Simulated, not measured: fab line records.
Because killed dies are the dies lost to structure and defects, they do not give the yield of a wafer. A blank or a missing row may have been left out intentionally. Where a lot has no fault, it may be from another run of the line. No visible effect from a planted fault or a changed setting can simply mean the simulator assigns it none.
fab line records	flow n5-finfet
record lots=5	wafers=15	last-day=17
route steps=1938 shown TV_LITHO@1876 TV_OPEN@1887
lots that met no fault: from a run of the same line without faults
start-h: the number of hours between the record's first day and the start of the first shown wafer of the lot	wait-h: time in hours since the lot's previous step	" unchanged from the row above	L1.1+2: a single row standing in for several wafers	- no value, or no start given	* or withheld: withheld	< > ~ a bound
route shown NAME@n: NAME is a module with steps in the file, n the number in the route of the first one	usual: mean and standard deviation over wafers with no fault	same: alike in all rows	chamber/n: place in a boat	sites: readings site by site	_std_site: standard deviation of those values	_edge_site: the outer-site mean with the inner-site mean subtracted	radius-mm: for every site, how far away it sits from the centre of the wafer	mask NAME#n: copy n	behind: the tool/chamber that last shaped the wafer	hold: cause of the lot's hold/its duration in hours/its outcome	device: whichever transistor did not switch (one of n, p or np)	end of line: tests run on the same wafers once the route is complete	where a step has no rows: the recipe by itself	killed: at the first sort, the dies lost to defects and structure; wafer yield is something else	map: a wafer's dies, x killed, . not, _ none there
set.NAME: the setting that was run; set.NAME@STEP: the one run at that earlier step	model.NAME: the simulator's own value behind a step, which no gauge read
lots at selected steps of the route; one table per step, one row per wafer
services: a tool's chamber out of use, with start hour (start-h, from the record's first day; less than 0 if before it), hours out, and reason
## steps
# step N5_PASSIVATION_COAT_04
# recipe spin-rpm=*	resist-thk-nm=*
# step N5_PASSIVATION_EBR_06
# recipe solvent=PGMEA	ebr-width-mm=1.5
# step N5_PASSIVATION_SOFTBAKE_05
# recipe temp-c=100	time-s=90
# step N5_PASSIVATION_EXPOSE_07
# recipe mask-id=TV	na=0.55	source-shape=conventional	sigma-outer=0.8	polarization=unpolarized	defocus-nm=0	target-cd-nm=3000	dose-mj=22.75
# step N5_PASSIVATION_PEB_08
# recipe peb-temp-c=withheld	peb-time-s=*
# step N5_PASSIVATION_DEVELOP_09
# recipe develop-time-s=60	rinse-liquid=diw	dry=air-spin	dev-temp-c=21
# step N5_PASSIVATION_HARDBAKE_11
# recipe temp-c=130	time-s=120
# step N5_PASSIVATION_CD_MEAS_10
# recipe target-cd-nm=3000	landing-energy-ev=500	detector=se-inlens
# usual cd-nm=3001/3.9
lot.wafer	tool	chamber	start-h	wait-h	cd-nm
L353.1	cd-sem-01	0	257.42	-	3002
L353.5	"	0	"	"	3000
L353.6	"	0	"	"	2997
L354.2	cd-sem-03	0	268.27	-	2999
L354.3	"	0	"	"	2999
L354.6	"	0	"	"	3001
L367.1	cd-sem-02	0	349.22	-	3004
L367.3	"	0	"	"	3003
L367.5	"	0	"	"	3004
L374.2	cd-sem-01	0	383.23	-	2996
L374.3	"	0	"	"	2995
L374.6	"	0	"	"	2993
L375.4	cd-sem-02	0	401.07	-	3002
L375.5	"	0	"	"	3000
L375.6	"	0	"	"	3005
# step N5_PASSIVATION_OVL_MEAS_60
# recipe points-per-wafer=44
# usual TV_OVL=-2/5.3
lot.wafer	tool	chamber	start-h	wait-h	TV_OVL[nm]
L353.1	overlay-01	0	257.45	0.0	4
L353.5	"	0	"	"	4
L353.6	"	0	"	"	6
L354.2	overlay-01	0	268.30	0.0	-10
L354.3	"	0	"	"	1
L354.6	"	0	"	"	3
L367.1	overlay-02	0	349.25	0.0	1
L367.3	"	0	"	"	-6
L367.5	"	0	"	"	-1
L374.2	overlay-02	0	383.26	0.0	7
L374.3	"	0	"	"	-2
L374.6	"	0	"	"	1
L375.4	overlay-01	0	401.10	0.0	0
L375.5	"	0	"	"	1
L375.6	"	0	"	"	2
# step N5_PASSIVATION_INSPECT_61
# recipe mode=adi	inspect-instrument=macro
# usual raw-defect-count=1.9/1.3
lot.wafer	tool	chamber	start-h	wait-h	raw-defect-count
L353.1	defect-inspect-01	-	257.47	0.0	1
L353.5	"	-	"	"	2
L353.6	"	-	"	"	2
L354.2	defect-inspect-02	-	268.32	0.0	0
L354.3	"	-	"	"	3
L354.6	"	-	"	"	1
L367.1	defect-inspect-01	-	349.27	0.0	2
L367.3	"	-	"	"	2
L367.5	"	-	"	"	0
L374.2	defect-inspect-02	-	383.29	0.0	3
L374.3	"	-	"	"	0
L374.6	"	-	"	"	4
L375.4	defect-inspect-01	-	401.12	0.0	4
L375.5	"	-	"	"	3
L375.6	"	-	"	"	1
# step N5_PASSIVATION_DESCUM_12
# recipe chemistry=O2	time-s=7.9	source-power-w=50	bias-power-w=20	pressure-mtorr=20	rf-frequency-hz=2.712e+07	temp-c=40	o2-flow-sccm=225
# usual bias-power-w=19.99/0.058	drypump-motor-current-A=5.8/0.53	oes-product-au=0.78/0.071	rf-vpp-V=243.0/1.1	showerhead-plenum-p-Torr=2.08/0.048	throttle-valve-pct=20.41/0.25
lot.wafer	tool	chamber	start-h	wait-h	bias-power-w	drypump-motor-current-A	oes-product-au	rf-hours-counter-h	rf-vpp-V	showerhead-plenum-p-Torr	throttle-valve-pct
L353.1	rie-diel-03	0	257.72	0.2	20.06	5.3	0.81	102	240.8	2.04	20.51
L353.5	"	0	"	"	19.90	5.3	0.81	-	242.5	2.04	20.51
L353.6	"	1	"	"	19.99	4.8	0.86	-	243.9	2.13	20.22
L354.2	rie-diel-02	3	268.41	0.1	19.97	5.4	0.73	188	243.3	2.08	20.69
L354.3	"	2	"	"	19.99	6.5	0.70	188	242.1	2.11	20.81
L354.6	"	3	"	"	19.99	5.4	0.73	-	243.3	2.08	20.69
L367.1	rie-diel-02	3	349.46	0.2	19.99	5.4	0.72	213	242.7	2.07	20.73
L367.3	"	0	"	"	19.96	5.3	0.82	98	242.6	2.05	20.15
L367.5	"	0	"	"	19.88	5.4	0.81	-	242.1	2.05	20.17
L374.2	rie-diel-03	1	383.32	0.0	19.93	4.8	0.81	79	243.3	2.12	20.29
L374.3	"	3	"	"	20.05	6.7	0.77	145	243.9	2.10	20.36
L374.6	"	0	"	"	20.02	5.3	0.76	-	243.6	2.02	20.57
L375.4	rie-diel-05	3	401.21	0.1	19.96	6.4	0.77	155	241.5	2.03	20.88
L375.5	"	0	"	"	20.00	5.8	0.88	-	244.8	2.02	19.94
L375.6	"	1	"	"	20.09	5.7	0.68	-	242.8	2.14	20.31
# step N5_PASSIVATION_PASS_ETCH_74
# recipe chemistry=CF4/O2	target=SiNx	target-depth-a=2200	time-s=110	ion-energy-ev=100	pressure-mtorr=40	source-w=535	bias-w=49	Ar_flow_sccm=100	cf4-flow-sccm=100	O2_flow_sccm=10
# usual bias-w=49.01/0.16	cf4-flow-sccm=100.0/0.3	drypump-motor-current-A=5.8/0.53	oes_ar_750_au=0.78/0.07	oes-product-au=0.78/0.073	rf-vpp-V=242/5.2	showerhead-plenum-p-Torr=2.19/0.049	throttle-valve-pct=15.93/0.21
lot.wafer	tool	chamber	start-h	wait-h	bias-w	cf4-flow-sccm	drypump-motor-current-A	oes_ar_750_au	oes-product-au	rf-hours-counter-h	rf-vpp-V	showerhead-plenum-p-Torr	throttle-valve-pct
L353.1	rie-diel-03	0	257.79	0.0	49.00	99.8	5.3	0.82	0.82	102	247	2.14	15.89
L353.5	"	0	"	"	48.87	99.4	5.3	0.82	0.83	-	247	2.14	15.89
L353.6	"	1	"	"	48.99	100.1	4.8	0.85	0.88	-	249	2.24	15.84
L354.2	rie-diel-02	3	268.48	0.0	49.22	100.7	5.4	0.70	0.72	188	248	2.16	16.12
L354.3	"	2	"	"	48.95	100.0	6.4	0.69	0.69	188	241	2.19	16.20
L354.6	"	3	"	"	49.32	100.3	5.4	0.70	0.71	-	247	2.16	16.11
L367.1	rie-diel-02	3	349.53	0.0	48.77	99.4	5.4	0.69	0.70	213	248	2.15	16.16
L367.3	"	0	"	"	49.21	99.8	5.4	0.84	0.84	98	249	2.13	15.50
L367.5	"	0	"	"	49.10	99.9	5.4	0.84	0.85	-	249	2.13	15.50
L374.2	rie-diel-03	1	383.39	0.0	49.02	99.8	4.8	0.80	0.81	79	248	2.23	15.91
L374.3	"	3	"	"	49.16	99.9	6.7	0.76	0.76	145	237	2.21	15.92
L374.6	"	0	"	"	49.20	99.6	5.3	0.79	0.78	-	247	2.12	15.97
L375.4	rie-diel-05	3	401.28	0.0	48.96	100.2	6.4	0.75	0.75	155	242	2.14	16.32
L375.5	"	0	"	"	48.67	99.2	5.9	0.85	0.86	-	247	2.16	15.71
L375.6	"	1	"	"	48.90	100.5	5.7	0.69	0.69	-	235	2.25	15.97
# step N5_PASSIVATION_VIA_ETCH_13
# recipe chemistry=CHF3/O2	target=SiO2	target-depth-a=6600	CHF3_flow_sccm=50	O2_flow_sccm=5	Ar_flow_sccm=200	time-s=330	mask-material=PR	pressure-mtorr=30	source-w=650	bias-w=170	ion-energy-ev=200	ends=cleared
# usual bias-w=169.9/0.49	drypump-motor-current-A=5.8/0.53	etch-rf-on-time-s=236/5.5	oes_ar_750_au=0.78/0.069	oes-product-au=0.70/0.065	rf-vpp-V=527/11	showerhead-plenum-p-Torr=2.38/0.048	throttle-valve-pct=18.79/0.21
lot.wafer	tool	chamber	start-h	wait-h	bias-w	drypump-motor-current-A	etch-rf-on-time-s	oes_ar_750_au	oes-product-au	rf-hours-counter-h	rf-vpp-V	showerhead-plenum-p-Torr	throttle-valve-pct
L353.1	rie-diel-03	0	257.88	0.0	170.0	5.3	235	0.81	0.74	102	539	2.34	18.87
L353.5	"	0	"	"	169.4	5.3	233	0.81	0.74	-	540	2.34	18.86
L353.6	"	1	"	"	169.5	4.8	228	0.86	0.79	-	539	2.44	18.63
L354.2	rie-diel-02	3	268.57	0.0	169.9	5.4	236	0.70	0.66	188	540	2.36	18.96
L354.3	"	2	"	"	170.2	6.4	241	0.70	0.62	188	525	2.39	19.03
L354.6	"	3	"	"	169.6	5.4	240	0.70	0.66	-	540	2.36	18.98
L367.1	rie-diel-02	3	349.62	0.0	193.5	5.4	222	0.69	0.66	213	600	2.35	19.03
L367.3	"	0	"	"	170.3	5.4	223	0.83	0.76	99	542	2.35	18.51
L367.5	"	0	"	"	170.3	5.4	229	0.83	0.75	-	542	2.35	18.50
L374.2	rie-diel-03	1	383.48	0.0	169.8	4.8	232	0.81	0.73	79	539	2.43	18.70
L374.3	"	3	"	"	169.7	6.7	235	0.77	0.68	145	515	2.39	18.61
L374.6	"	0	"	"	168.9	5.3	239	0.78	0.70	-	540	2.32	18.93
L375.4	rie-diel-05	3	401.37	0.0	170.9	6.4	237	0.75	0.69	155	527	2.34	19.25
L375.5	"	0	"	"	169.3	5.8	236	0.85	0.78	-	535	2.36	18.56
L375.6	"	1	"	"	169.8	5.7	239	0.69	0.61	-	512	2.46	18.79
# step N5_PASSIVATION_STRIP_14
# recipe chemistry=O2	power-w=600	temp-c=60	pressure-mtorr=30	rf-frequency-hz=6e+07	bias-power-w=0	overash-fraction=0.5	o2-flow-sccm=225
# usual drypump-motor-current-A=5.8/0.53	oes-product-au=0.78/0.071	rf-vpp-V=3.7/0.89	showerhead-plenum-p-Torr=2.09/0.048	throttle-valve-pct=16.66/0.24
# same bias-power-w=0
lot.wafer	tool	chamber	start-h	wait-h	drypump-motor-current-A	oes-product-au	rf-hours-counter-h	rf-vpp-V	showerhead-plenum-p-Torr	throttle-valve-pct
L353.1	rie-diel-03	0	258.07	0.1	5.3	0.82	102	3.9	2.04	16.68
L353.5	"	0	"	"	5.3	0.81	-	2.2	2.04	16.71
L353.6	"	1	"	"	4.8	0.85	-	4.4	2.14	16.50
L354.2	rie-diel-02	3	268.77	0.1	5.4	0.75	188	4.8	2.08	16.93
L354.3	"	2	"	"	6.5	0.70	189	4.4	2.12	17.02
L354.6	"	3	"	"	5.4	0.74	-	2.6	2.09	16.98
L367.1	rie-diel-02	3	349.82	0.1	5.4	0.70	213	4.2	2.08	17.01
L367.3	"	0	"	"	5.4	0.81	99	3.2	2.06	16.37
L367.5	"	0	"	"	5.4	0.82	-	3.6	2.06	16.41
L374.2	rie-diel-03	1	383.68	0.1	4.8	0.81	79	3.7	2.13	16.54
L374.3	"	3	"	"	6.6	0.76	145	3.5	2.11	16.62
L374.6	"	0	"	"	5.3	0.76	-	4.0	2.03	16.76
L375.4	rie-diel-05	3	401.57	0.1	6.3	0.78	155	4.1	2.03	17.06
L375.5	"	0	"	"	5.9	0.87	-	5.5	2.03	16.22
L375.6	"	1	"	"	5.7	0.68	-	4.4	2.14	16.64
## services
tool	chamber	start-h	hours	kind
rie-diel-02	-	249.58	2.8	pm
rie-diel-03	2	261.75	-	clean
rie-diel-03	2	261.75	-	consumable-replace:focus-ring
rie-diel-03	2	261.75	24.2	scheduled-down
rie-diel-03	2	261.75	24.2	vent-cycle
rie-diel-05	0	269.66	-	clean
rie-diel-05	0	269.66	-	consumable-replace:focus-ring
rie-diel-05	0	269.66	24.8	scheduled-down
rie-diel-05	0	269.66	24.8	vent-cycle
rie-diel-05	2	348.81	20.3	repair
## key
first-sign step=N5_PASSIVATION_VIA_ETCH_13	reading=bias-w	direction=up	sigmas=48	usual=*	struck=*
effect step=N5_PASSIVATION_VIA_ETCH_13	reading=rf-vpp-V	direction=up	sigmas=6.4	usual=527	struck=600
met-at N5_PASSIVATION_VIA_ETCH_13
struck-wafers L367.1
onset-between 268.57 349.62
fault kind=process-parameter-drift	tool=rie-diel-02	chamber=3	onset-h=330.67	steps=N5_PASSIVATION_VIA_ETCH_13	channel=bias-w	offset=*	shape=step	end-h=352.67	acts-in=*	stated=*
